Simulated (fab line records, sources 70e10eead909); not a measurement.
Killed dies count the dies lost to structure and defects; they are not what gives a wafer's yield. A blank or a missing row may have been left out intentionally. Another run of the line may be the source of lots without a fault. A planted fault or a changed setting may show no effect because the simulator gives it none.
Comparing a struck lot with a sound one :: flow nand harc :: 15 out of 1302 route steps
Sound: the wafers L285.4, L285.5, L285.6. Wafers L276.4, L276.5, L276.6 were the ones struck. At the end, the cause is stated.
Order at every step that has rows: each side's tool, ch and its chambers, its first start. Under that, the readings that differ: sound wafers :: struck wafers :: difference of the means :: sigmas: that difference in standard deviations of wafers without a fault.
alike: readings with means less than 2 such deviations apart, plus words and numbers identical on both sides. not compared: withheld readings, readings lacking a value on some wafer, bounds such as >300 that could conceal the same value, and numbers that have no deviation in the record and whose values overlap.
A row with sigmas, a row that says differs or no value, or rows on one side alone: a step with any of these is where the two part. Numbers that have no deviation but don't overlap get no sigmas and don't part them. A reading that every wafer of one side lacks parts them only if that side has two wafers or more.

first, 8 steps without rows for these wafers: NHARC_A_SGD_CUT_COAT_56 (time 75 s); NHARC_A_SGD_CUT_COAT_57 (time 65 s); NHARC_A_SGD_CUT_COAT_03 (resist thk 90 nm); NHARC_A_SGD_CUT_SOFTBAKE_04 (time 55 s); NHARC_A_SGD_CUT_EBR_05; NHARC_A_SGD_CUT_EXPOSE_06 (exposes mask SGD); NHARC_A_SGD_CUT_PEB_07 (peb time 65 s); NHARC_A_SGD_CUT_DEVELOP_08 (develop time 35 s).
NHARC_A_SGD_CUT_CD_MEAS_09 targets a cd of 100 nm.
  sound on cd sem-02 ch 0, day 28 11:25; struck on cd sem-02 ch 0, day 24 15:13
  alike: cd nm
NHARC_A_SGD_CUT_OVL_MEAS_10:
  sound on overlay-01 at day 28 11:31; struck on overlay-02 at day 24 15:17
reading: overlay x nm (nm)
sound: 1.4 1.0 1.6
struck: -1.4 -1.1 -1.2
difference: -2.6
sigmas: -4
  alike: overlay y nm
NHARC_A_SGD_CUT_INSPECT_11:
  sound on defect inspect-01 at day 28 11:32; struck on defect inspect-01 at day 24 15:20
  alike: raw defect count
NHARC_A_SGD_CUT_DESCUM_14: chemistry O2, time 3 s.
  sound on rie diel-10 ch 2,3, day 28 11:37; struck on rie diel-01 ch 0,1,3, day 24 15:25
  alike: drypump motor current A, o2 flow sccm, oes product au, rf vpp V, showerhead plenum p Torr, throttle valve pct
  not compared: rf hours counter h
NHARC_A_SGD_CUT_ETCH_58: etches the open film in CF4, target depth 39 nm, time 65 s.
  sound on rie diel-10 ch 0,1,3, day 28 11:43; struck on rie diel-01 ch 0,1, day 24 15:29
  no value came back on the struck wafers for any of 8 readings (bias w (W), cf4 flow sccm (sccm) and others); on the sound wafers bias w (W) reads 100.19 99.86 100.52
  not compared: rf hours counter h
NHARC_A_SGD_CUT_ETCH_59: etches the open film in N2/H2, target depth 260 nm, time 406.25 s.
  sound on rie diel-10 ch 0,2,3; struck on rie diel-01 ch 0,1,3, day 24 15:37
  alike: bias w, chamber pressure mTorr, drypump motor current A, oes product au, rf fwd power W, rf vpp V, showerhead plenum p Torr, throttle valve pct
  not compared: rf hours counter h
-- record jumps: 5 days between struck wafers' starts before vs after; left off in module A_SGD_CUT, resumes in module END, first step shown is number 1302 of the route --
NHARC_END_SORT_01:
  only the struck wafers appear in the record here, on prober-01 ch 0 at day 30 01:11; the sound ones have no rows

== WHERE THEY PART ==
Earliest at NHARC_A_SGD_CUT_OVL_MEAS_10; latest, in this record, at NHARC_END_SORT_01.

WHY: the cause the simulator had injected
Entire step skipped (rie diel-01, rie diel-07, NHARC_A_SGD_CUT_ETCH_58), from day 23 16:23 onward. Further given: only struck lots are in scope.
